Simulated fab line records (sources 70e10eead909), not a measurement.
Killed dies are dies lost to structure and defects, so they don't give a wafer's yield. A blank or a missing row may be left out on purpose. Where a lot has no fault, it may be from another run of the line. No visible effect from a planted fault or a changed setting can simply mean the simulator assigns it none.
A struck lot beside a sound one | flow nand harc | 36 out of 1302 route steps
Sound: wafers L386.1, L386.3, L386.5. Struck: wafers L393.1, L393.4, L393.5. The cause comes at the end.
For every step that has rows: the tool of each side, followed by ch and its chambers, followed by its first start. Under that, the readings that differ: sound wafers | struck wafers | difference of the means | sigmas: that difference in standard deviations of wafers without a fault.
alike: readings with means less than 2 such deviations apart, plus words and numbers identical on both sides. not compared: withheld readings, readings lacking a value on some wafer, bounds such as >300 that could conceal the same value, and numbers that have no deviation in the record and whose values overlap.
The two part at a step that has a row with sigmas, a row that says differs or no value, or rows on one side only. Numbers that have no deviation but don't overlap get no sigmas and don't part them. A reading that every wafer of one side lacks parts them only if that side has two wafers or more.

NHARC_A_WL_FILL_STRIP_27: strips in N2/H2, time 20 s.
  sound on plasma asher-02 ch 0,1, day 23 00:40; struck on plasma asher-01 ch 1, day 26 01:32
  alike: drypump motor current A, heater power w
  not compared: rf hours counter h
then, 7 steps without rows for these wafers: NHARC_A_WL_FILL_STRIP_28 (strips in post etch residue remover, time 1200 s); NHARC_A_WL_FILL_PRECLEAN_06 (cleans in DIW, time 300 s); NHARC_A_WL_FILL_SRD_07; NHARC_A_WL_FILL_ANNEAL_08 (time 1800 s); NHARC_A_WL_FILL_ALD_10 (deposits SiO2, target thk 50 nm, pulse time 10 s, ald cycles 500); NHARC_A_WL_FILL_ETCHBACK_16 (etches the open film in C4F8/O2/Ar, target depth 120 nm, time 24 s); NHARC_A_WL_FILL_STRIP_29 (strips in O2, time 20 s).
NHARC_A_WL_FILL_ETCHBACK_17: etches the open film in Cl2/BCl3, target depth 4 nm, time 26.7 s.
  sound on rie metal-02 ch 0,1, day 23 10:52; struck on rie metal-03 ch 0,1, day 26 11:30
  alike: drypump motor current A, oes product au
  not compared: rf hours counter h
then, 2 steps without rows for these wafers: NHARC_A_WL_FILL_PRECLEAN_18 (cleans in dHF, time 30 s); NHARC_A_WL_FILL_SRD_21.
NHARC_A_WL_FILL_CVD_23: deposits poly-Si, target thk 40 nm, time 800 s.
  sound on lpcvd poly-01 ch 0, day 23 13:25; struck on lpcvd poly-04 ch 0, day 26 14:11
then, 3 steps without rows for these wafers: NHARC_A_WL_FILL_ETCHBACK_26 (etches the open film in HBr, target depth 52 nm, time 13.3 s); NHARC_A_WL_FILL_PRECLEAN_30 (cleans in dHF, time 10 s); NHARC_A_WL_FILL_SRD_14.
NHARC_A_WL_FILL_ALD_19: deposits TiN, target thk 2 nm, pulse time 3 s, ald cycles 100.
  sound on ald metal-04 ch 0,3, day 23 16:19; struck on ald metal-04 ch 1,3, day 26 17:02
  alike: heater power w, precursor pulse height rel, susceptor temp C
NHARC_A_WL_FILL_CVD_20: deposits W, target thk 100 nm, time 74 s.
  sound on cvd w-01 ch 0; struck on cvd w-02 ch 0,1
  alike: heater power w, throttle valve pct
  not compared: susceptor temp C
then, 15 steps without rows for these wafers: NHARC_A_WL_FILL_CMP_12 (polishes, t overpolish 30 s, target thk 100 nm); NHARC_A_WL_FILL_SRD_31; NHARC_A_CONTACT_DEP_24 (deposits SiO2, target thk 500 nm); NHARC_A_CONTACT_DEP_28 (deposits aC, target thk 7000 nm); NHARC_A_CONTACT_DEP_29 (deposits SiON, target thk 100 nm); NHARC_A_CONTACT_DEHYDRATE_32 (time 120 s); NHARC_A_CONTACT_HMDS_33 (time 30 s); NHARC_A_CONTACT_COAT_34 (time 75 s); NHARC_A_CONTACT_COAT_35 (time 65 s); NHARC_A_CONTACT_COAT_36 (resist thk 90 nm); NHARC_A_CONTACT_SOFTBAKE_37 (time 55 s); NHARC_A_CONTACT_EBR_38; NHARC_A_CONTACT_EXPOSE_39 (exposes mask A CC 3); NHARC_A_CONTACT_PEB_40 (peb time 65 s); NHARC_A_CONTACT_DEVELOP_41 (develop time 35 s).
NHARC_A_CONTACT_CD_MEAS_42 targets a cd of 300 nm.
  sound on cd sem-03 ch 0, day 23 22:43; struck on cd sem-03 ch 0, day 27 02:39
  alike: cd nm
NHARC_A_CONTACT_OVL_MEAS_43:
  struck on overlay-01, day 27 02:44; sound on overlay-02, day 23 22:49
  alike: overlay x nm, overlay y nm
NHARC_A_CONTACT_DESCUM_47: chemistry O2, time 3 s.
  sound on rie diel-02 ch 1,2, day 23 22:55; struck on rie diel-08 ch 1,3, day 27 02:50
  alike: drypump motor current A, oes product au, rf vpp V, showerhead plenum p Torr, throttle valve pct
  not compared: rf hours counter h
-- break in the record here, with 3 days between the starts of the struck wafers on either side (left off in module A_CONTACT, picked up again in module END, where the first step shown is number 1302 on the route) --
NHARC_END_SORT_01:
  here the record holds rows for the struck wafers (prober-02 ch 0, day 30 04:38) but none for the sound ones

## WHERE THEY PART
NHARC_END_SORT_01 only, going by this record.

WHY: whatever the simulator had introduced
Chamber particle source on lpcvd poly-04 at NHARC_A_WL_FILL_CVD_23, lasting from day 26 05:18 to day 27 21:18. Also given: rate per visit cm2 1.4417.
